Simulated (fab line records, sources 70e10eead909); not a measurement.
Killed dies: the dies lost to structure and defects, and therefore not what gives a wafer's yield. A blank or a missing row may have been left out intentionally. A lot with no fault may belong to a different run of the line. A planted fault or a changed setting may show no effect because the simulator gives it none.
Chamber matching | flow nand-harc | NHARC_A_BONDPAD_ETCH_12 on rie-diel-11 has 4 sister chambers
The step etches the open film in CHF3/O2, target depth 220 nm, time 110 s. 4 wafers are shown with their chamber, then 11 later ones without.

## WAFERS WITH THEIR CHAMBER
wafer  | chamber | drypump-motor-current-A (A)
L895.3 | 1       | 6.2
L897.1 | 0       | 5.9
L897.6 | 2       | 6.5
L900.1 | 3       | 5.7

## WAFERS WHOSE CHAMBER IS MISSING
wafer  | drypump-motor-current-A (A)
L900.2 | 5.8
L900.6 | 5.9
L899.1 | 6.5
L899.4 | 5.9
L899.6 | 5.6
L901.1 | 6.0
L901.2 | 6.2
L901.6 | 6.5
L902.2 | 6.0
L902.3 | 6.3
L902.5 | 5.6

## CHAMBER TAKEN BY EACH
wafer  | from the rows above     | in truth
L900.2 | can't be placed: 3 or 0 | 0
L900.6 | 0                       | 0
L899.1 | 2                       | 2
L899.4 | 0                       | 0
L899.6 | 3                       | 3
L901.1 | can't be placed: 0 or 1 | 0
L901.2 | 1                       | 1
L901.6 | 2                       | 2
L902.2 | can't be placed: 0 or 1 | 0
L902.3 | can't be placed: 1 or 2 | 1
L902.5 | 3                       | 3
7 of 11 placed correctly. Not placeable from these rows: 4 (in 4, the candidates include the true chamber). Placed wrongly: 0.
How it was worked out, from the rows above alone: a wafer's distance from a chamber is the root of the sum, over the readings, of the square of ((its reading less the chamber's mean) divided by the reading's scatter). If the next closest chamber is less than 2 further off than the closest, the wafer can't be placed; otherwise it belongs to the closest. For every chamber, the mean is computed from those of its wafers that are shown. The scatter (one wafer shown for each chamber): square how far every hidden wafer sits from the nearest shown wafer, average those squares and take the square root.
